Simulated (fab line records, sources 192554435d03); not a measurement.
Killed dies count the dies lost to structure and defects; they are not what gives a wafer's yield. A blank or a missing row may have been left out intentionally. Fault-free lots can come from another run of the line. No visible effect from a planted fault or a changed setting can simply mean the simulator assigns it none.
fab line records -- flow n5_finfet
record: lots: 4, wafers: 12, last_day: 17
route steps=1938 shown FIN_SAQP@90 BEOL_M4@1111
lots with no fault: from the same line, run without faults
start_h: the number of hours between the record's first day and the start of the first shown wafer of the lot -- wait_h: hours from the lot's prior step to this one -- " identical to the entry in the row above -- L1.1+2: one row covering several wafers at once -- - value missing, or start not given -- * or withheld: withheld -- < > ~ a bound
route shown NAME@n: a module of which the file shows steps, and the number in the route of the first -- usual: the fault-free wafers' mean and standard deviation -- same: alike in all rows -- chamber/n: place in a boat -- sites: the reading at each site -- _std_site: their standard deviation -- _edge_site: inner sites' mean taken away from outer sites' mean -- radius_mm: for every site, how far away it sits from the centre of the wafer -- mask NAME#n: copy n -- behind: tool/chamber where the wafer was last shaped -- hold: reason for holding the lot/hours on hold/outcome of the hold -- device: the n, p or np transistor that did not switch -- end of line: at the end of the route, the tests of the same wafers -- a step with no rows: only its recipe -- killed: dies lost to structure and defects at the first sort, not the wafer's yield -- map: dies across one wafer; x = killed, . = not, _ = none there
set.NAME: the run value of the setting; set.NAME@STEP: its run value at that earlier step -- model.NAME: the simulator's own value behind a step, which no gauge read
lots at some steps of the route; a table a step, a row a wafer
services: the hour from which a tool's chamber was out of use, counted from the record's first day as start_h (under 0 if before that day), plus the number of hours and why
== steps ==
step: N5_FIN_SAQP_PRECLEAN_42
recipe: chemistry: O3/DIW, time_s: 60, temp_c: 22, o3_ppm: 10
step: N5_FIN_SAQP_PRECLEAN_00
recipe: chemistry: SC1, time_s: 60, temp_c: 55, mix: 1:2:50
step: N5_FIN_SAQP_PRECLEAN_44
recipe: chemistry: SC2, time_s: 45, temp_c: 35, mix: 1:1:50
step: N5_FIN_SAQP_SRD_01
recipe: dry: ipa_marangoni, time_s: 30, temp_c: 23, rinse_liquid: diw
step: N5_FIN_SAQP_ALD_61
recipe: material: SiO2, target_thk_a: 40, temp_c: 300, ald_precursor_family: BDEAS, ald_co_reactant: O2-plasma, pulse_time_s: 1, purge_time_s: 2, co_reactant_purge_time_s: 2, ald_cycles: 43, pressure_torr: 2
step: N5_FIN_SAQP_DENSIFY_62
recipe: temp_c: 700, time_s: 60, ambient: N2, idle_temp_c: 600, ramp_up_c_per_s: 150, ramp_down_c_per_s: 60, cool_to_c: 600
step: N5_FIN_SAQP_HM_DEP_03
recipe: material: SiNx, target_thk_a: 380, temp_c: 400, precursor: SiH4/NH3/N2, pressure_torr: 1.5, rf_w: 300, time_s: 33.6
step: N5_FIN_SAQP_PECVD_47
recipe: material: a-Si, target_thk_a: 450, temp_c: 400, precursor: SiH4/He, pressure_torr: 3, rf_w: 100, time_s: 36.3
step: N5_FIN_SAQP_PECVD_48
recipe: material: SiNx, target_thk_a: 250, temp_c: 400, precursor: SiH4/NH3/N2, pressure_torr: 1.5, rf_w: 300, time_s: 22.1
step: N5_FIN_SAQP_PECVD_06
recipe: material: a-Si, target_thk_a: 600, temp_c: 400, precursor: SiH4/He, pressure_torr: 3, rf_w: 100, time_s: 48.1
step: N5_FIN_SAQP_HM_DEP_72
recipe: material: SiO2, target_thk_a: 120, temp_c: 400, precursor: SiH4/N2O, pressure_torr: 0.75, rf_w: 275, time_s: 7.2
usual: heater_power_w: 787/91, showerhead_plenum_p_Torr: 8.19/0.12, showerhead_vpp_V: 1052/44
lot.wafer,tool,chamber,start_h,wait_h,heater_power_w,showerhead_plenum_p_Torr,showerhead_vpp_V,model.SiO2_of_FIN_SAQP_HM_DEP_72.thk_nm
L926.1,pecvd-01,1,39.54,0.0,799,8.13,986,11.62
L926.3,pecvd-01,0,39.54,0.0,553,8.31,1040,12.15
L926.5,pecvd-01,2,39.54,0.0,847,8.06,1070,12.16
L933.1,pecvd-01,2,82.43,0.0,860,8.07,1079,11.89
L933.3,pecvd-01,2,82.43,0.0,870,8.09,1070,11.28
L933.5,pecvd-01,2,82.43,0.0,876,8.07,1080,12.11
L934.3,pecvd-01,2,87.95,0.0,767,8.10,1081,11.37
L934.4,pecvd-01,1,87.95,0.0,810,8.14,984,11.96
L934.5,pecvd-01,2,87.95,0.0,767,8.07,1098,12.23
L944.2,pecvd-04,1,147.90,0.0,820,8.20,1123,11.93
L944.5,pecvd-04,2,147.90,0.0,823,8.23,1016,11.96
L944.6,pecvd-04,1,147.90,0.0,804,8.19,1117,12.02
step: N5_FIN_SAQP_COAT_49
recipe: resist: SOC, temp_c: 250, time_s: 60, spin_rpm: 1500, resist_thk_nm: 100
step: N5_FIN_SAQP_COAT_50
recipe: resist: SiARC, temp_c: 220, time_s: 60, spin_rpm: 1500, resist_thk_nm: 35
step: N5_FIN_SAQP_COAT_10
recipe: resist: CAR-ArF, spin_rpm: 1500, resist_thk_nm: 90
step: N5_FIN_SAQP_EBR_12
recipe: solvent: PGMEA, ebr_width_mm: 1.5
step: N5_FIN_SAQP_SOFTBAKE_11
recipe: temp_c: 110, time_s: 60, resist: CAR-ArF
step: N5_FIN_SAQP_EXPOSE_13
recipe: mask_id: FIN_CORE, na: 1.35, source_shape: dipole, sigma_inner: 0.538, sigma_outer: 0.738, polarization: te, target_cd_nm: 35.6, dose_mj: 63.25
step: N5_FIN_SAQP_PEB_14
recipe: peb_temp_c: withheld, peb_time_s: 60, resist: CAR-ArF
step: N5_FIN_SAQP_DEVELOP_15
recipe: develop_time_s: 30, developer: TMAH, resist: CAR-ArF, dev_temp_c: 23, rinse_liquid: diw, dry: air_spin
step: N5_FIN_SAQP_DESCUM_21
recipe: chemistry: O2, time_s: 7.9, source_power_w: 50, bias_power_w: 20, pressure_mtorr: 20, rf_frequency_hz: 2.712e+07, temp_c: 40, resist: CAR-ArF, o2_flow_sccm: 225
step: N5_FIN_SAQP_ETCH_51
recipe: chemistry: CF4, target: SiARC, target_depth_a: 455, mask_material: CAR-ArF, time_s: 75.8, ion_energy_ev: 80, pressure_mtorr: 40, source_w: 545, bias_w: 36, Ar_flow_sccm: 100, cf4_flow_sccm: 100, ends: cleared
step: N5_FIN_SAQP_ETCH_52
recipe: chemistry: N2/H2, target: SOC, target_depth_a: 1000, overetch_a: 200, mask_material: SiARC, temp_c: 40, time_s: 150, ion_energy_ev: 200, pressure_mtorr: 30, source_w: 840, bias_w: 150, n2_flow_sccm: 200, h2_flow_sccm: 200, ends: end_point
step: N5_FIN_SAQP_STRIP_53
recipe: chemistry: N2/H2, temp_c: 40, n2_flow_sccm: 200, h2_flow_sccm: 200, rf_frequency_hz: 6e+07
step: N5_FIN_SAQP_HM_OPEN_73
recipe: chemistry: CHF3/O2, target: SiO2, stop_on: a-Si, target_depth_a: 120, over_etch_frac: 1.8, mask_material: SOC, time_s: 16.8, pressure_mtorr: 30, source_w: 650, bias_w: 170, Ar_flow_sccm: 200, CHF3_flow_sccm: 50, O2_flow_sccm: 5, ion_energy_ev: 200, ends: end_point
usual: CHF3_flow_sccm: 49.99/0.13, drypump_motor_current_A: 5.6/0.34, oes_product_au: 0.46/0.044, rf_vpp_V: 527/12, showerhead_plenum_p_Torr: 2.42/0.062, throttle_valve_pct: 18.81/0.3
lot.wafer,tool,chamber,start_h,wait_h,CHF3_flow_sccm,drypump_motor_current_A,oes_product_au,rf_hours_counter_h,rf_vpp_V,showerhead_plenum_p_Torr,throttle_valve_pct,model.etch.depth_nm
L926.1,rie_diel-01,0,40.28,0.0,50.10,5.9,0.40,227,515,2.38,19.02,11.62
L926.3,rie_diel-01,1,40.28,0.0,50.09,5.8,0.46,148,531,2.41,18.40,12.15
L926.5,rie_diel-01,1,40.28,0.0,50.05,5.7,0.45,-,530,2.41,18.41,12.16
L933.1,rie_diel-01,2,83.54,0.0,50.06,5.7,0.43,212,516,2.38,19.20,11.89
L933.3,rie_diel-01,1,83.54,0.0,50.10,5.8,0.43,166,530,2.40,18.43,11.28
L933.5,rie_diel-01,2,83.54,0.0,50.07,5.7,0.43,-,514,2.37,19.20,12.11
L934.3,rie_diel-03,0,88.69,0.0,50.02,5.9,0.46,148,533,2.52,18.66,11.37
L934.4,rie_diel-03,2,88.69,0.0,50.06,5.0,0.46,151,525,2.41,18.62,11.96
L934.5,rie_diel-03,1,88.69,0.0,49.95,5.7,0.54,-,533,2.44,18.53,12.23
L944.2,rie_diel-01,3,148.65,0.0,49.91,5.5,0.42,206,511,2.40,19.16,11.93
L944.5,rie_diel-01,3,148.65,0.0,50.01,5.6,0.42,-,510,2.40,19.16,11.96
L944.6,rie_diel-01,0,148.65,0.0,50.17,5.9,0.57,-,514,2.38,18.67,12.02
step: N5_FIN_SAQP_STRIP_74
recipe: chemistry: CHF3/O2, resist: SiARC, rf_frequency_hz: 6e+07
step: N5_BEOL_M4_RC_MEAS_101
usual: DIBL_N: 36.9/1.6, DIBL_P: 37.1/2, IOFF_N: 0.17/0.032, IOFF_P: 0.22/0.036, ION_N: 674/12, ION_P: 463/7.8, SS_N: 71.7/0.63, SS_P: 73.5/0.62, VT_N: 249/3.3, VT_P: -250/3.5
lot.wafer,tool,chamber,start_h,wait_h,DIBL_N[mV/V],DIBL_P[mV/V],IOFF_N[nA/um],IOFF_P[nA/um],ION_N[uA/um],ION_P[uA/um],SS_N[mV/dec],SS_P[mV/dec],VT_N[mV],VT_P[mV]
L926.1,prober-01,0,195.01,0.0,35.5,35.9,0.16,0.23,674,466,71.3,73.1,250,-248
L926.3,prober-01,0,195.01,0.0,38.3,39.5,0.23,0.30,686,473,72.6,74.2,245,-241
L926.5,prober-01,0,195.01,0.0,37.9,39.1,0.20,0.28,691,474,72.2,73.8,246,-246
L933.1,prober-01,0,237.91,0.0,38.6,38.7,0.21,0.22,707,470,72.0,73.9,245,-250
L933.3,prober-01,0,237.91,0.0,40.1,38.8,0.23,0.22,685,459,72.5,74.1,245,-253
L933.5,prober-01,0,237.91,0.0,36.4,35.9,0.16,0.18,676,456,71.3,73.2,246,-255
L934.3,prober-02,0,240.48,0.3,41.2,39.6,0.22,0.23,674,461,72.6,74.1,248,-253
L934.4,prober-02,0,240.48,0.3,38.2,36.8,0.14,0.18,659,447,72.0,74.3,253,-256
L934.5,prober-02,0,240.48,0.3,39.8,39.5,0.19,0.23,673,456,72.3,74.1,247,-250
L944.2,prober-01,0,300.17,0.2,37.0,40.7,0.20,0.27,685,466,72.5,73.4,248,-246
L944.5,prober-01,0,300.17,0.2,36.9,39.2,0.18,0.25,669,465,72.6,72.9,247,-247
L944.6,prober-01,0,300.17,0.2,37.6,40.1,0.22,0.25,679,463,72.8,73.2,246,-247
== services ==
tool,chamber,start_h,hours,kind
pecvd-04,-,16.76,1.1,repair
pecvd-04,2,45.70,2.1,scheduled_down
pecvd-04,2,47.83,-,clean
pecvd-04,2,47.83,-,consumable_replace:showerhead
pecvd-04,2,47.83,29.0,scheduled_down
pecvd-04,2,47.83,29.0,vent_cycle
pecvd-01,-,47.95,1.1,repair
rie_diel-01,-,64.71,1.3,repair
pecvd-01,1,78.31,5.5,scheduled_down
rie_diel-03,-,93.58,15.6,pm
rie_diel-01,0,120.89,-,clean
rie_diel-01,0,120.89,-,consumable_replace:focus_ring
rie_diel-01,0,120.89,14.7,scheduled_down
rie_diel-01,0,120.89,14.7,vent_cycle
pecvd-01,1,122.09,4.4,repair
rie_diel-03,-,128.92,2.1,repair
== key ==
first_sign none at tools or gauges
model_effect: step: N5_FIN_SAQP_HM_DEP_72, value: SiO2_of_FIN_SAQP_HM_DEP_72.thk_nm, without: 12, struck: 11.32
model_effect: step: N5_FIN_SAQP_HM_OPEN_73, value: etch.depth_nm, without: 12, struck: 11.32
met_at N5_FIN_SAQP_HM_DEP_72
struck_wafers L933.3,L934.3
onset_between 39.54 82.43
fault: kind: process_parameter_drift, tool: pecvd-01, chamber: -, onset_h: 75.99, steps: N5_FIN_SAQP_HM_DEP_72, channel: time_s, offset: *, shape: step, end_h: 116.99, scope: struck_wafers_only, acts_in: *, stated: *
